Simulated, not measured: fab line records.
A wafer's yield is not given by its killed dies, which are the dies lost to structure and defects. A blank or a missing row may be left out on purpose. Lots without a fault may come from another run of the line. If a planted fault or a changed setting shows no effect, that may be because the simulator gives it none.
Which tool did it? | flow n5Finfet | Sampling: 24 lots, 72 wafers, 5 of 1938 route steps

WHAT EACH GAUGE READ, for each wafer
N5_ZERO_LAYER_CD_MEAS_11: the cd target is 2000 nm.
lot  | measured    | on       | cdNm (nm)
L074 | day 1 12:46 | cdSem-03 | 2000.8 2001.8 2000.5
L075 | day 1 18:40 | cdSem-03 | 1999.4 2001.6 2001.1
L076 | day 2 00:40 | cdSem-02 | 1999.6 2000.0 1999.5
L077 | day 2 06:40 | cdSem-01 | 2003.2 2000.1 2001.6
L078 | day 2 12:38 | cdSem-03 | 1998.0 1998.1 2000.6
L079 | day 2 18:46 | cdSem-02 | 2001.9 2002.9 1997.7
L080 | day 3 00:38 | cdSem-02 | 1999.1 1998.5 1997.0
L081 | day 3 06:44 | cdSem-03 | 1998.7 2000.0 1998.8
L082 | day 3 12:38 | cdSem-03 | 1997.8 2000.0 1998.1
L083 | day 3 18:38 | cdSem-01 | 2002.3 2002.0 2002.7
L084 | day 4 00:47 | cdSem-03 | 1998.5 1997.2 1997.0
L085 | day 4 06:38 | cdSem-02 | 1998.8 1996.0 1999.8
L086 | day 4 12:46 | cdSem-01 | 2000.8 2000.5 2001.0
L087 | day 4 18:39 | cdSem-03 | 1999.4 2000.7 2002.8
L088 | day 5 00:46 | cdSem-02 | 2000.7 1999.4 1999.7
L089 | day 5 06:40 | cdSem-01 | 2001.5 2001.5 1999.9
L090 | day 5 12:40 | cdSem-01 | 1997.2 1996.8 2000.0
L091 | day 5 18:40 | cdSem-02 | 1998.7 1998.6 2000.4
L092 | day 6 00:41 | cdSem-02 | 1998.3 2000.9 1998.5
L093 | day 6 06:50 | cdSem-01 | 2004.4 2000.5 1998.6
L094 | day 6 12:47 | cdSem-03 | 2001.4 2000.9 1997.8
L095 | day 6 18:38 | cdSem-03 | 2000.1 1999.4 2002.9
L096 | day 7 00:40 | cdSem-01 | 2001.0 2000.7 2001.9
L097 | day 7 06:46 | cdSem-03 | 2000.4 2002.2 2001.4

N5_PMOS_HMC_CHANNEL_EPI_THK_MEAS_22.
lot  | measured    | on           | HMC_CMP_THK (nm)
L074 | day 1 19:44 | filmMetro-02 | 53.8 53.8 53.7
L075 | day 2 02:06 | filmMetro-02 | 53.1 55.8 53.0
L076 | day 2 08:10 | filmMetro-02 | 53.6 52.9 53.9
L077 | day 2 14:01 | filmMetro-02 | 52.4 53.0 52.7
L078 | day 2 19:36 | filmMetro-01 | 54.4 53.8 54.8
L079 | day 3 01:58 | filmMetro-01 | 54.4 53.3 52.5
L080 | day 3 08:41 | filmMetro-01 | 55.1 54.5 55.1
L081 | day 3 13:58 | filmMetro-02 | 55.6 54.3 54.5
L082 | day 3 20:25 | filmMetro-02 | 55.8 52.7 52.2
L083 | day 4 03:34 | filmMetro-02 | 53.4 53.9 54.1
L084 | day 4 08:14 | filmMetro-02 | 52.6 52.7 53.7
L085 | day 4 14:29 | filmMetro-01 | 53.3 53.8 55.9
L086 | day 4 19:35 | filmMetro-01 | 53.8 54.2 52.4
L087 | day 5 01:23 | filmMetro-01 | 53.2 51.9 53.6
L088 | day 5 07:31 | filmMetro-01 | 53.3 52.2 52.4
L089 | day 5 13:16 | filmMetro-02 | 53.6 53.8 53.5
L090 | day 5 19:44 | filmMetro-01 | 53.5 53.7 53.6
L091 | day 6 01:22 | filmMetro-02 | 53.9 52.6 54.2
L092 | day 6 07:41 | filmMetro-02 | 53.3 53.7 54.1
L093 | day 6 13:52 | filmMetro-02 | 53.7 54.1 53.1
L094 | day 6 19:40 | filmMetro-01 | 54.1 53.9 53.9
L095 | day 7 02:00 | filmMetro-02 | 54.6 54.1 54.7
L096 | day 7 07:29 | filmMetro-01 | 54.2 53.3 53.9
L097 | day 7 13:46 | filmMetro-01 | 54.6 54.5 54.8

TOOL THAT RAN EACH LOT (tool first, then ch and the chambers of the sampled wafers, then the start)
lot  | N5_ZERO_LAYER_ETCH_17            | N5_ZERO_LAYER_STRIP_24             | N5_PMOS_HMC_CHANNEL_EPI_HM_DEP_34
L074 | rieDiel-06 ch 0,2, day 1 12:51   | plasmaAsher-01 ch 0,1, day 1 13:02 | pecvd-01 ch 0,1, day 1 16:52
L075 | rieDiel-05 ch 1,3, day 1 18:46   | plasmaAsher-01 ch 0,1, day 1 18:56 | pecvd-04 ch 0,2, day 1 23:15
L076 | rieDiel-05 ch 0,1, day 2 00:57   | plasmaAsher-02 ch 0,1, day 2 01:08 | pecvd-03 ch 0,1, day 2 05:16
L077 | rieDiel-06 ch 0,2,3, day 2 06:44 | plasmaAsher-01 ch 0,1, day 2 06:56 | pecvd-03 ch 1, day 2 11:13
L078 | rieDiel-05 ch 1,3, day 2 12:43   | plasmaAsher-01 ch 0,1, day 2 12:55 | pecvd-01 ch 0,2, day 2 16:58
L079 | rieDiel-06 ch 0,1,3, day 2 18:53 | plasmaAsher-01 ch 0,1, day 2 19:04 | pecvd-03 ch 0,1, day 2 23:04
L080 | rieDiel-06 ch 0,1,3, day 3 00:43 | plasmaAsher-02 ch 0,1, day 3 00:55 | pecvd-03 ch 1,2, day 3 05:24
L081 | rieDiel-06 ch 1,2,3, day 3 07:08 | plasmaAsher-01 ch 0,1, day 3 07:19 | pecvd-04 ch 0,1,2, day 3 11:11
L082 | rieDiel-02 ch 1,3, day 3 12:49   | plasmaAsher-01 ch 0,1, day 3 12:59 | pecvd-04 ch 1,2, day 3 17:15
L083 | rieDiel-06 ch 1,2,3, day 3 19:11 | plasmaAsher-01 ch 1, day 3 19:21   | pecvd-04 ch 0,1, day 3 23:25
L084 | rieDiel-06 ch 0,1,2, day 4 01:08 | plasmaAsher-01 ch 0,1, day 4 01:20 | pecvd-03 ch 0,1,2, day 4 05:22
L085 | rieDiel-02 ch 1,2,3, day 4 06:52 | plasmaAsher-01 ch 0,1, day 4 07:02 | pecvd-03 ch 0,1,2, day 4 10:38
L086 | rieDiel-06 ch 0,1,2, day 4 12:53 | plasmaAsher-02 ch 0,1, day 4 13:04 | pecvd-04 ch 1,2, day 4 16:49
L087 | rieDiel-06 ch 0,2,3, day 4 18:43 | plasmaAsher-02 ch 0,1, day 4 18:54 | pecvd-01 ch 1,2, day 4 22:38
L088 | rieDiel-02 ch 0,2,3, day 5 00:50 | plasmaAsher-01 ch 0,1, day 5 01:01 | pecvd-01 ch 0,2, day 5 04:43
L089 | rieDiel-02 ch 0,2,3, day 5 06:44 | plasmaAsher-02 ch 0, day 5 06:55   | pecvd-03 ch 0,1, day 5 10:31
L090 | rieDiel-06 ch 0,1,2, day 5 13:01 | plasmaAsher-01 ch 0,1, day 5 13:12 | pecvd-03 ch 0,1, day 5 16:58
L091 | rieDiel-05 ch 1,2,3, day 5 18:46 | plasmaAsher-01 ch 0,1, day 5 18:56 | pecvd-04 ch 0,1,2, day 5 22:37
L092 | rieDiel-02 ch 1,2,3, day 6 00:54 | plasmaAsher-02 ch 0,1, day 6 01:05 | pecvd-04 ch 0,1,2, day 6 05:02
L093 | rieDiel-02 ch 0,2,3, day 6 06:54 | plasmaAsher-02 ch 0,1, day 6 07:05 | pecvd-01 ch 0,1, day 6 11:04
L094 | rieDiel-05 ch 2,3, day 6 12:52   | plasmaAsher-01 ch 0,1, day 6 13:02 | pecvd-04 ch 1,2, day 6 16:50
L095 | rieDiel-06 ch 0,2, day 6 19:13   | plasmaAsher-02 ch 0,1, day 6 19:25 | pecvd-04 ch 0,1, day 6 23:22
L096 | rieDiel-06 ch 2,3, day 7 00:44   | plasmaAsher-02 ch 0,1, day 7 00:55 | pecvd-04 ch 0,1, day 7 04:44
L097 | rieDiel-02 ch 1,2, day 7 06:50   | plasmaAsher-02 ch 1, day 7 07:01   | pecvd-04 ch 0,2, day 7 11:07
- N5_ZERO_LAYER_ETCH_17: etches SiO2 in CF4, target depth 12 nm, time 13.3 s.
- N5_ZERO_LAYER_STRIP_24: strips in O2.
- N5_PMOS_HMC_CHANNEL_EPI_HM_DEP_34: deposits SiO2 from TEOS/O2, target thk 36 nm, time 6.9 s.

AS READ BY THE TOOLS THEMSELVES (means over the sampled wafers that have a number; for cases with no such wafer, the mark the record gives instead)
N5_ZERO_LAYER_ETCH_17.
lot  | tool       | drypumpMotorCurrentA (A) | mfcArSccm (sccm) | oesProductAu (a.u.) | rfVppV (V) | showerheadPlenumPTorr (Torr) | throttleValvePct (%)
L074 | rieDiel-06 | 6.6                      | 100.19           | 0.73                | 947        | 2.12                         | 15.84
L075 | rieDiel-05 | 5.5                      | 100.04           | 0.74                | 945        | 2.09                         | 15.80
L076 | rieDiel-05 | 5.9                      | 100.03           | 0.72                | 949        | 2.16                         | 15.73
L077 | rieDiel-06 | 6.3                      | 99.71            | 0.74                | 949        | 2.17                         | 15.81
L078 | rieDiel-05 | 5.4                      | 100.07           | 0.75                | 946        | 2.13                         | 15.76
L079 | rieDiel-06 | 5.9                      | 100.01           | 0.75                | 951        | 2.17                         | 15.63
L080 | rieDiel-06 | 5.9                      | 100.08           | 0.74                | 951        | 2.17                         | 15.64
L081 | rieDiel-06 | 6.0                      | 99.88            | 0.76                | 947        | 2.12                         | 15.65
L082 | rieDiel-02 | 6.2                      | 99.97            | 0.80                | 949        | 2.12                         | 15.63
L083 | rieDiel-06 | 6.0                      | 99.87            | 0.76                | 947        | 2.12                         | 15.68
L084 | rieDiel-06 | 6.3                      | 100.25           | 0.82                | 948        | 2.11                         | 15.52
L085 | rieDiel-02 | 6.0                      | 100.16           | 0.76                | 949        | 2.14                         | 15.67
L086 | rieDiel-06 | 6.3                      | 100.03           | 0.83                | 946        | 2.11                         | 15.54
L087 | rieDiel-06 | 6.2                      | 100.18           | 0.81                | 949        | 2.17                         | 15.69
L088 | rieDiel-02 | 6.3                      | 99.83            | 0.76                | 948        | 2.11                         | 15.74
L089 | rieDiel-02 | 6.4                      | 100.00           | 0.77                | 948        | 2.11                         | 15.76
L090 | rieDiel-06 | 6.3                      | 99.93            | 0.81                | 945        | 2.11                         | 15.54
L091 | rieDiel-05 | 5.9                      | 100.17           | 0.72                | 947        | 2.11                         | 15.77
L092 | rieDiel-02 | 6.0                      | 100.20           | 0.74                | 949        | 2.13                         | 15.70
L093 | rieDiel-02 | 6.3                      | 99.99            | 0.76                | 947        | 2.11                         | 15.75
L094 | rieDiel-05 | 6.2                      | 100.00           | 0.72                | 948        | 2.14                         | 15.73
L095 | rieDiel-06 | 6.6                      | 99.75            | 0.79                | 945        | 2.10                         | 15.75
L096 | rieDiel-06 | 6.0                      | 99.65            | 0.74                | 950        | 2.17                         | 15.87
L097 | rieDiel-02 | 5.8                      | 99.98            | 0.71                | 952        | 2.19                         | 15.69

N5_ZERO_LAYER_STRIP_24.
lot  | tool           | drypumpMotorCurrentA (A) | heaterPowerW (W) | oesProductAu (a.u.) | stripTimeToEndpointS (s) | tempC (C)
L074 | plasmaAsher-01 | 6.2                      | 327              | 0.642               | 43.90                    | 250.25
L075 | plasmaAsher-01 | 6.2                      | 325              | 0.648               | 43.86                    | 249.92
L076 | plasmaAsher-02 | 6.4                      | 352              | 0.652               | 43.80                    | 249.88
L077 | plasmaAsher-01 | 6.2                      | 327              | 0.650               | 43.79                    | 249.79
L078 | plasmaAsher-01 | 6.2                      | 322              | 0.649               | 43.97                    | 249.97
L079 | plasmaAsher-01 | 6.2                      | 321              | 0.648               | 43.89                    | 249.84
L080 | plasmaAsher-02 | 6.0                      | 362              | 0.651               | 43.84                    | 250.15
L081 | plasmaAsher-01 | 5.7                      | 310              | 0.646               | 43.80                    | 249.81
L082 | plasmaAsher-01 | 6.2                      | 322              | 0.642               | 43.86                    | 249.88
L083 | plasmaAsher-01 | 6.6                      | 332              | 0.645               | 43.83                    | 249.99
L084 | plasmaAsher-01 | 6.2                      | 320              | 0.646               | 43.65                    | 250.13
L085 | plasmaAsher-01 | 6.2                      | 325              | 0.646               | 43.88                    | 249.88
L086 | plasmaAsher-02 | 6.3                      | 361              | 0.645               | 43.72                    | 249.93
L087 | plasmaAsher-02 | 6.0                      | 365              | 0.650               | 43.68                    | 250.09
L088 | plasmaAsher-01 | 6.2                      | 323              | 0.647               | 43.78                    | 250.01
L089 | plasmaAsher-02 | 5.7                      | 369              | 0.650               | 43.80                    | 249.83
L090 | plasmaAsher-01 | 5.7                      | 311              | 0.649               | 43.91                    | 249.79
L091 | plasmaAsher-01 | 5.7                      | 314              | 0.653               | 43.91                    | 250.01
L092 | plasmaAsher-02 | 6.0                      | 364              | 0.645               | 43.82                    | 250.22
L093 | plasmaAsher-02 | 6.4                      | 359              | 0.648               | 43.82                    | 249.96
L094 | plasmaAsher-01 | 5.7                      | 310              | 0.647               | 43.99                    | 250.21
L095 | plasmaAsher-02 | 6.4                      | 360              | 0.649               | 43.88                    | 249.91
L096 | plasmaAsher-02 | 6.0                      | 360              | 0.652               | 43.77                    | 249.85
L097 | plasmaAsher-02 | 6.7                      | 350              | 0.643               | 43.58                    | 249.92

N5_PMOS_HMC_CHANNEL_EPI_HM_DEP_34.
lot  | tool     | heaterPowerW (W) | showerheadPlenumPTorr (Torr) | susceptorTempC (C) | throttleValvePct (%)
L074 | pecvd-01 | 618              | 8.36                         | 400.21             | 20.0
L075 | pecvd-04 | 565              | 8.31                         | 400.41             | 18.8
L076 | pecvd-03 | 571              | 8.33                         | 400.12             | 18.8
L077 | pecvd-03 | 633              | 8.35                         | 399.99             | 20.1
L078 | pecvd-01 | 700              | 8.33                         | 400.20             | 17.8
L079 | pecvd-03 | 528              | 8.33                         | 399.90             | 19.0
L080 | pecvd-03 | 618              | 8.35                         | 399.87             | 18.5
L081 | pecvd-04 | 531              | 8.29                         | 400.04             | 18.7
L082 | pecvd-04 | 497              | 8.33                         | 400.17             | 19.1
L083 | pecvd-04 | 448              | 8.29                         | 400.06             | 19.1
L084 | pecvd-03 | 565              | 8.34                         | 400.27             | 18.7
L085 | pecvd-03 | 619              | 8.32                         | 400.09             | 18.8
L086 | pecvd-04 | 525              | 8.32                         | 400.10             | 19.0
L087 | pecvd-01 | 658              | 8.36                         | 400.10             | 20.0
L088 | pecvd-01 | 706              | 8.34                         | 399.96             | 18.0
L089 | pecvd-03 | 644              | 8.34                         | 400.04             | 19.3
L090 | pecvd-03 | 573              | 8.33                         | 399.98             | 19.0
L091 | pecvd-04 | 501              | 8.31                         | 400.06             | 18.8
L092 | pecvd-04 | 487              | 8.30                         | 399.79             | 18.9
L093 | pecvd-01 | 583              | 8.33                         | 399.99             | 18.8
L094 | pecvd-04 | 483              | 8.32                         | 399.87             | 18.9
L095 | pecvd-04 | 570              | 8.26                         | 399.94             | 18.8
L096 | pecvd-04 | 541              | 8.26                         | 399.83             | 18.8
L097 | pecvd-04 | 587              | 8.29                         | 400.30             | 18.8

THE ANSWER, worked out from the rows above alone
Rule: the usual values come from the lots themselves. The widest of any qualifying gaps counts: lots, ordered by their means at a reading, are off when they make up no more than a third of the lots, leave a main group of 4 or more, and stand apart from it by 3 or more times the standard deviation of that group's means. The tables above print the reading to a certain number of digits; a main group whose means all agree to those digits is not used. Also off: a lot with no number at a reading for which 4 or more lots have one. All remaining lots with rows at the step are treated as sound. After the gauges, taken in route order, come the tools' own readings; for these a lot's mean is taken, as printed above. At the first step where some lot is off, the reading lying furthest off is the one used; lots without a number count as furthest.
No lot is off on any of the readings shown, so nothing can be concluded from this.

WHAT HAD BEEN PUT IN BY THE SIMULATOR
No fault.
